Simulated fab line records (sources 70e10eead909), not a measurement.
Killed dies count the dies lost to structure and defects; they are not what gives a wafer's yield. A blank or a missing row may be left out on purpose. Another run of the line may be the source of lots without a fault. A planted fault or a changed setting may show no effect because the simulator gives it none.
A lot that was struck, set against a sound lot    flow nand_harc    18 steps out of a route of 1302
Sound: wafers L820.1, L820.4, L820.6. Struck: wafers L830.1, L830.4, L830.6. At the end, the cause is stated.
Order at every step that has rows: each side's tool, ch and its chambers, its first start. Under that, the readings that differ: sound wafers    struck wafers    difference of the means    sigmas: that difference in standard deviations of wafers without a fault.
alike: readings whose means differ by less than 2 such deviations, and words and numbers that are the same on both sides. not compared: withheld readings, readings that some wafer has no value for, bounds like >300 that may hide the same value, and numbers for which the record gives no deviation and whose values overlap.
The two part at a step that has a row with sigmas, a row that says differs or no value, or rows on one side only. Non-overlapping numbers with no deviation appear without sigmas and do not part them. A reading that every wafer of one side lacks parts them only if that side has two wafers or more.

NHARC_P_ZERO_WELL_CD_MEAS_24: the cd target is 720 nm.
  sound on cd_sem-03 ch 0, day 2 08:35; struck on cd_sem-01 ch 0, day 6 12:46
  alike: cd_nm
then, 1 step without rows for these wafers: NHARC_P_ZERO_WELL_HARDBAKE_25 (time 80 s).
NHARC_P_ZERO_WELL_DESCUM_26: chemistry O2, time 3 s.
  sound on rie_diel-10 ch 0,1,2, day 2 08:45; struck on rie_diel-07 ch 0,3, day 6 12:56
  alike: drypump_motor_current_A, oes_product_au, rf_vpp_V, showerhead_plenum_p_Torr, throttle_valve_pct
  not compared: rf_hours_counter_h
then, 9 steps without rows for these wafers: NHARC_P_ZERO_WELL_IMPLANT_27; NHARC_P_ZERO_WELL_IMPLANT_57; NHARC_P_ZERO_WELL_IMPLANT_58; NHARC_P_ZERO_WELL_STRIP_28 (strips in SPM, time 840 s); NHARC_P_ZERO_WELL_DEHYDRATE_29 (time 120 s); NHARC_P_ZERO_WELL_HMDS_30 (time 30 s); NHARC_P_ZERO_WELL_COAT_31; NHARC_P_ZERO_WELL_SOFTBAKE_32 (time 95 s); NHARC_P_ZERO_WELL_EBR_33.
NHARC_P_ZERO_WELL_EXPOSE_34: exposes mask P PWELL, target cd 720 nm.
  sound on krf_scanner-02 ch 0, day 2 10:04; struck on krf_scanner-03 ch 0, day 6 14:07
reading  sound                          struck                                  difference  sigmas
mask     P_PWELL#0 P_PWELL#0 P_PWELL#0  P_PWELL_R1#0 P_PWELL_R1#0 P_PWELL_R1#0  differs     
then, 2 steps without rows for these wafers: NHARC_P_ZERO_WELL_PEB_35 (peb time 85 s); NHARC_P_ZERO_WELL_DEVELOP_36 (time 70 s).
NHARC_P_ZERO_WELL_CD_MEAS_37: the cd target is 720 nm.
  sound on cd_sem-02 ch 0, day 2 10:13; struck on cd_sem-01 ch 0, day 6 14:17
reading     sound              struck             difference  sigmas
cd_nm (nm)  719.7 720.4 718.9  677.8 679.7 679.0  -40.8       -19
then, 1 step without rows for these wafers: NHARC_P_ZERO_WELL_HARDBAKE_38 (time 80 s).
-- break in the record here, with 23 days between the starts of the struck wafers on either side (left off in module P_ZERO_WELL, picked up again in module END, where the first step shown is number 1302 on the route) --
NHARC_END_SORT_01:
  sound on prober-01 ch 0, day 24 11:39; struck on prober-02 ch 0, day 29 04:11
reading              sound     struck  difference  sigmas
killed_at_periphery  2 2 2     11      +9          +3
killed_dies          30 37 38  82      +47         +2
  alike: killed_at_array, killed_at_other, killed_open, killed_short

== WHERE THEY PART ==
Earliest at NHARC_P_ZERO_WELL_EXPOSE_34; latest, in this record, at NHARC_END_SORT_01.

WHY: the cause the simulator had injected
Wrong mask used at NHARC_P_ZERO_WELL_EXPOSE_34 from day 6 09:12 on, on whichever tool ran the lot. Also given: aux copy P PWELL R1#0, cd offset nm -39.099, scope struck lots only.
